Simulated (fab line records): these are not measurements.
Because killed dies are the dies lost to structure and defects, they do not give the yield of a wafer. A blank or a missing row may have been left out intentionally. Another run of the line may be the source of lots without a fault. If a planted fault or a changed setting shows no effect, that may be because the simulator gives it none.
Split-lot study || flow n5-finfet || 7 lots, 21 wafers read, on a route of 1938 steps

== ON THE SPLIT ==
At N5_BEOL_M7_EXPOSE_25 (exposes mask V6, target cd 40 nm), the setting dose-mj was moved away from the recipe's 42.5 on 6 of the 21 wafers read, by -3.2% to +7.4%. For the rest of the wafers, this setting stayed at what the recipe calls for.

== FROM THE SPLIT TO THE READING: what the file shows between them, 2 steps ==
- N5_BEOL_M7_PEB_26: peb time 60 s
- N5_BEOL_M7_DEVELOP_27: develop time 30 s

== THE READING ==
cd-nm (nm) at N5_BEOL_M7_CD_MEAS_28, where the cd target is 40 nm. On this fab line, fault-free wafers typically give 39.99 nm with a standard deviation of 0.26 nm.

{"wafer": "L075.2", "tool, chamber at the split": "euv-scanner-02, 0", "dose-mj as run": 42.5, "against the recipe": "recipe", "cd-nm, nm": 39.93, "against lot-mates on the recipe": "-"}
{"wafer": "L075.3", "tool, chamber at the split": "euv-scanner-02, 0", "dose-mj as run": 42.5, "against the recipe": "recipe", "cd-nm, nm": 40.16, "against lot-mates on the recipe": "-"}
{"wafer": "L075.5", "tool, chamber at the split": "euv-scanner-02, 0", "dose-mj as run": 42.5, "against the recipe": "recipe", "cd-nm, nm": 40.55, "against lot-mates on the recipe": "-"}
{"wafer": "L080.1", "tool, chamber at the split": "euv-scanner-02, 0", "dose-mj as run": 42.5, "against the recipe": "recipe", "cd-nm, nm": 40.02, "against lot-mates on the recipe": "-"}
{"wafer": "L080.3", "tool, chamber at the split": "euv-scanner-02, 0", "dose-mj as run": 42.5, "against the recipe": "recipe", "cd-nm, nm": 39.97, "against lot-mates on the recipe": "-"}
{"wafer": "L080.5", "tool, chamber at the split": "euv-scanner-02, 0", "dose-mj as run": 42.5, "against the recipe": "recipe", "cd-nm, nm": 39.93, "against lot-mates on the recipe": "-"}
{"wafer": "L084.1", "tool, chamber at the split": "euv-scanner-01, 0", "dose-mj as run": 42.5, "against the recipe": "recipe", "cd-nm, nm": 39.98, "against lot-mates on the recipe": "-"}
{"wafer": "L084.4", "tool, chamber at the split": "euv-scanner-01, 0", "dose-mj as run": 45.63, "against the recipe": "+7.4%", "cd-nm, nm": 41.23, "against lot-mates on the recipe": "+1.28"}
{"wafer": "L084.5", "tool, chamber at the split": "euv-scanner-01, 0", "dose-mj as run": 42.5, "against the recipe": "recipe", "cd-nm, nm": 39.92, "against lot-mates on the recipe": "-"}
{"wafer": "L091.1", "tool, chamber at the split": "euv-scanner-02, 0", "dose-mj as run": 42.5, "against the recipe": "recipe", "cd-nm, nm": 39.85, "against lot-mates on the recipe": "-"}
{"wafer": "L091.3", "tool, chamber at the split": "euv-scanner-02, 0", "dose-mj as run": 45.29, "against the recipe": "+6.6%", "cd-nm, nm": 41.30, "against lot-mates on the recipe": "+1.45"}
{"wafer": "L091.5", "tool, chamber at the split": "euv-scanner-02, 0", "dose-mj as run": 45.29, "against the recipe": "+6.6%", "cd-nm, nm": 41.35, "against lot-mates on the recipe": "+1.50"}
{"wafer": "L095.2", "tool, chamber at the split": "euv-scanner-02, 0", "dose-mj as run": 42.5, "against the recipe": "recipe", "cd-nm, nm": 39.95, "against lot-mates on the recipe": "-"}
{"wafer": "L095.3", "tool, chamber at the split": "euv-scanner-02, 0", "dose-mj as run": 42.5, "against the recipe": "recipe", "cd-nm, nm": 39.85, "against lot-mates on the recipe": "-"}
{"wafer": "L095.4", "tool, chamber at the split": "euv-scanner-02, 0", "dose-mj as run": 43.41, "against the recipe": "+2.1%", "cd-nm, nm": 40.43, "against lot-mates on the recipe": "+0.53"}
{"wafer": "L096.1", "tool, chamber at the split": "euv-scanner-02, 0", "dose-mj as run": 42.5, "against the recipe": "recipe", "cd-nm, nm": 40.36, "against lot-mates on the recipe": "-"}
{"wafer": "L096.4", "tool, chamber at the split": "euv-scanner-02, 0", "dose-mj as run": 44.6, "against the recipe": "+4.9%", "cd-nm, nm": 41.20, "against lot-mates on the recipe": "+1.01"}
{"wafer": "L096.5", "tool, chamber at the split": "euv-scanner-02, 0", "dose-mj as run": 42.5, "against the recipe": "recipe", "cd-nm, nm": 40.02, "against lot-mates on the recipe": "-"}
{"wafer": "L097.1", "tool, chamber at the split": "euv-scanner-02, 0", "dose-mj as run": 41.12, "against the recipe": "-3.2%", "cd-nm, nm": 39.19, "against lot-mates on the recipe": -0.73}
{"wafer": "L097.2", "tool, chamber at the split": "euv-scanner-02, 0", "dose-mj as run": 42.5, "against the recipe": "recipe", "cd-nm, nm": 39.55, "against lot-mates on the recipe": "-"}
{"wafer": "L097.6", "tool, chamber at the split": "euv-scanner-02, 0", "dose-mj as run": 42.5, "against the recipe": "recipe", "cd-nm, nm": 40.28, "against lot-mates on the recipe": "-"}

FIT RESULTS
A straight line over all 21 wafers: cd-nm changes by +0.198 nm for each +1% of dose-mj; r = +0.93; the points scatter about the line by 0.22 nm.
The same after taking each lot's own level away (the mean of its wafers on the recipe; 21 wafers): +0.207 nm for each +1%; r = +0.95; scatter 0.18 nm.
According to that fit, moving dose-mj by its largest amount changes the reading by 1.5 nm.
Measured against the standard deviation above, the lots' own levels, which go from 39.850 to 40.213 nm, span 1.4 times it.
The two slopes agree, so the slope changes little with the lot-to-lot level.
Check: with one of the wafers moved furthest among these (+7.4%) left out of the fit, the line predicts +1.63 nm for it against its lot-mates. It came out at +1.28 nm against them.

== OTHER SPLITS ON THESE WAFERS ==
Before the reading, these wafers also passed through other splits. Each is held against what the fit with the lots' levels taken away leaves over:
{"other split on the same wafers": "N5_BEOL_M2_ETCH_69 bias-w", "wafers away from the commonest value": 7, "r with cd-nm (lot level and that fit taken away)": "+0.15"}
{"other split on the same wafers": "N5_BEOL_M3_SPUTTER_48 time-s", "wafers away from the commonest value": 9, "r with cd-nm (lot level and that fit taken away)": -0.16}
{"other split on the same wafers": "N5_BEOL_M5_COAT_22 spin-rpm", "wafers away from the commonest value": 5, "r with cd-nm (lot level and that fit taken away)": -0.36}
{"other split on the same wafers": "N5_BEOL_M6_COAT_63 spin-rpm", "wafers away from the commonest value": 3, "r with cd-nm (lot level and that fit taken away)": -0.29}

== THE WHOLE CHAIN: every reading that the file lists as answering this split, in the file's order ==
{"step": "N5_BEOL_M7_CD_MEAS_28", "what it does": "target cd 40 nm", "reading": "cd-nm", "change (the file's fit)": "+0.202 nm for each +1% of the setting", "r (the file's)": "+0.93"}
{"step": "N5_BEOL_M7_DESCUM_33", "what it does": "chemistry O2, time 7 s", "reading": "BEOL_M7.cd-nm (the simulator's own value, which no gauge read)", "change (the file's fit)": "+0.222 nm for each +1% of the setting", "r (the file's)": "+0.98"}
{"step": "N5_BEOL_M7_ETCH_72", "what it does": "etches underlayer in N2/H2, target depth 6.5 nm, time 5.2 s", "reading": "BEOL_M7.cd-nm (the simulator's own value, which no gauge read)", "change (the file's fit)": "+0.231 nm for each +1% of the setting", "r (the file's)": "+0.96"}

== FILE'S OWN FIT ==
cd-nm changes by +0.202 nm for each +1% of dose-mj, r = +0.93.
